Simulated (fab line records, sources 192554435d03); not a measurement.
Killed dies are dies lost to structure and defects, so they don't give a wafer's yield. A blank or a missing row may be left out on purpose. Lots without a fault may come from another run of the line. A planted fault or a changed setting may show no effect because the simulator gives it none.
Chamber matching | flow n5_finfet | N5_BEOL_M7_PECVD_70 on pecvd-02: 3 sister chambers
The step deposits SiO2 from TEOS/O2, target thk 20 nm, time 22.7 s. 3 wafers are shown with their chamber, then 7 later ones without.

WAFERS WITH THEIR CHAMBER
wafer  | chamber | showerhead_plenum_p_Torr (Torr)
L085.6 | 2       | 8.92
L088.1 | 1       | 8.85
L088.3 | 0       | 8.82

WAFERS WITHOUT THEIR CHAMBER
wafer  | showerhead_plenum_p_Torr (Torr)
L088.5 | 8.85
L089.2 | 8.84
L089.3 | 8.81
L089.6 | 8.82
L093.1 | 8.83
L093.5 | 8.91
L093.6 | 8.85

WHICH CHAMBER EACH WENT THROUGH
wafer  | from the rows above     | in truth
L088.5 | 1                       | 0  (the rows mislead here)
L089.2 | can't be placed: 1 or 0 | 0
L089.3 | 0                       | 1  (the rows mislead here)
L089.6 | 0                       | 0
L093.1 | can't be placed: 0 or 1 | 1
L093.5 | 2                       | 2
L093.6 | 1                       | 1
Placed correctly: 3 of 7. Can't be placed from these rows: 2 (the true chamber is among the candidates in 2). Placed wrongly: 2.
How it was worked out, from the rows above alone: a wafer's distance from a chamber is the root of the sum, over the readings, of the square of ((its reading less the chamber's mean) divided by the reading's scatter). The wafer belongs to the nearest chamber; if the next one is less than 2 further off, it can't be placed. A chamber's mean is the mean of its shown wafers. The scatter: with one shown wafer a chamber, the root of the mean of the squares of how far each hidden wafer lies from its nearest shown one.
